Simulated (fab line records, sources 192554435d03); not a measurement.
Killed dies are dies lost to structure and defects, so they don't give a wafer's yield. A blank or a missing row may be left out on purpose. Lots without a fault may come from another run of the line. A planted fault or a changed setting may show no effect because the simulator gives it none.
Split-lot experiment | flow n5_finfet | 7 lots, 21 wafers read, on a route of 1938 steps

THE SPLIT
At N5_MOL_CONTACT_COAG_PECVD_31 (deposits SiO2 from TEOS/O2, target thk 46 nm, time 8.9 s), the setting temp_c was moved away from the recipe's 400 C on 8 of the 21 wafers read, by -4.3% to +4.1%. The other wafers ran this setting at the recipe's value.

FROM THE SPLIT TO THE READING: what the file shows between them, 2 steps
- N5_MOL_CONTACT_COAG_VIA_ETCH_46: etches SiO2 in C4F6/O2, target depth 46 nm, overetch 9.2 nm, time 40 s (also split here: bias_w)
- N5_MOL_CONTACT_COAG_STRIP_96: strips in N2/H2

THE READING
SiO2_of_MOL_CONTACT_COAG_PECVD_31.thk_nm (the simulator's own value, which no gauge read), in nm, at N5_MOL_CONTACT_COAG_ETCH_47 (etches SiNx in CH3F/O2, stops on W, target depth 27 nm). The file gives no usual value for it. The 13 wafers here that ran the recipe average 43.7 nm, standard deviation 0.58 nm.

wafer  | tool, chamber at the split | temp_c as run, C | against the recipe | SiO2_of_MOL_CONTACT_COAG_PECVD_31.thk_nm, nm | against lot-mates on the recipe
L076.1 | pecvd-04, 2                | 400              | recipe             | 44                                           | -
L076.4 | pecvd-04, 0                | 404.8            | +1.2%              | 43.4                                         | -0.6
L076.6 | pecvd-04, 1                | 404.8            | +1.2%              | 44                                           | +0.0
L081.1 | pecvd-04, 0                | 410.8            | +2.7%              | 40.4                                         | -2.4
L081.2 | pecvd-04, 2                | 400              | recipe             | 42.6                                         | -
L081.3 | pecvd-04, 1                | 400              | recipe             | 43                                           | -
L083.1 | pecvd-03, 2                | 400              | recipe             | 43.6                                         | -
L083.4 | pecvd-03, 2                | 400              | recipe             | 44                                           | -
L083.5 | pecvd-03, 0                | 416.4            | +4.1%              | 40.8                                         | -3.0
L088.1 | pecvd-02, 2                | 400              | recipe             | 43.4                                         | -
L088.2 | pecvd-02, 0,1              | 400              | recipe             | 43.8                                         | -
L088.3 | pecvd-02, 0,1              | 400              | recipe             | 43.8                                         | -
L089.3 | pecvd-02, 0                | 400              | recipe             | 43.2                                         | -
L089.4 | pecvd-02, 0                | 382.9            | -4.3%              | 48.4                                         | +5.2
L089.6 | pecvd-02, 2                | 382.9            | -4.3%              | 48.2                                         | +5.0
L096.1 | pecvd-02, 2                | 400              | recipe             | 43.8                                         | -
L096.4 | pecvd-02, 1                | 400              | recipe             | 45                                           | -
L096.6 | pecvd-02, 0                | 400              | recipe             | 44.2                                         | -
L097.3 | pecvd-03, 2                | 413              | +3.2%              | 40.2                                         | -4.0
L097.4 | pecvd-03, 1                | 400              | recipe             | 44.2                                         | -
L097.6 | pecvd-03, 1                | 413              | +3.2%              | 41                                           | -3.2
Where a row lists several chambers, the file gives one row for several wafers and doesn't say which wafer went through which chamber.

THE FIT
A straight line over all 21 wafers: SiO2_of_MOL_CONTACT_COAG_PECVD_31.thk_nm changes by -0.965 nm for each +1% of temp_c; r = -0.95; the points scatter about the line by 0.68 nm.
The same after taking each lot's own level away (the mean of its wafers on the recipe; 21 wafers): -1.04 nm for each +1%; r = -0.97; scatter 0.52 nm.
On that fit, the largest move of temp_c shifts the reading by 4.4 nm.
The lots' own levels span 42.80 to 44.33 nm, that is 2.6 times the standard deviation above.
So the lot-to-lot level changes the slope little: the two slopes agree.
Check: with one of the wafers moved furthest among these (-4.3%) left out of the fit, the line predicts +4.41 nm for it against its lot-mates. It came out at +5.2 nm against them.

OTHER SPLITS ON THESE WAFERS
These wafers also went through other splits before the reading. Each is held against what the fit with the lots' levels taken away leaves over:
other split on the same wafers         | wafers away from the commonest value | r with SiO2_of_MOL_CONTACT_COAG_PECVD_31.thk_nm (lot level and that fit taken away)
N5_SD_EPI_P_PEB_07 peb_time_s          | 3                                    | +0.06
N5_HKMG_FIN_COAT_42 spin_rpm           | 3                                    | -0.48
N5_HKMG_FIN_COAT_43 spin_rpm           | 5                                    | +0.12
N5_HKMG_FIN_COAT_06 spin_rpm           | 6                                    | +0.35
N5_HKMG_FIN_EXPOSE_09 dose_mj          | 11                                   | -0.22
N5_GATE_CUT_ALD_22 ald_cycles          | 7                                    | -0.05
N5_MOL_CONTACT_COAG_VIA_ETCH_46 bias_w | 6                                    | +0.05

THE WHOLE CHAIN: every reading that the file lists as answering this split, in the file's order
step                            | what it does                                                           | reading                                                                                   | change (the file's fit)               | r (the file's)
N5_MOL_CONTACT_COAG_PECVD_31    | deposits SiO2 from TEOS/O2, target thk 46 nm, time 8.9 s               | SiO2_of_MOL_CONTACT_COAG_PECVD_31.thk_nm (the simulator's own value, which no gauge read) | -0.958 nm for each +1% of the setting | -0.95
N5_MOL_CONTACT_COAG_VIA_ETCH_46 | etches SiO2 in C4F6/O2, target depth 46 nm, overetch 9.2 nm, time 40 s | etch.depth_nm (the simulator's own value, which no gauge read)                            | -0.962 nm for each +1% of the setting | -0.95
N5_MOL_CONTACT_COAG_ETCH_47     | etches SiNx in CH3F/O2, stops on W, target depth 27 nm                 | SiO2_of_MOL_CONTACT_COAG_PECVD_31.thk_nm (the simulator's own value, which no gauge read) | -0.968 nm for each +1% of the setting | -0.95

THE FILE'S OWN FIT
SiO2_of_MOL_CONTACT_COAG_PECVD_31.thk_nm changes by -0.968 nm for each +1% of temp_c, r = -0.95.
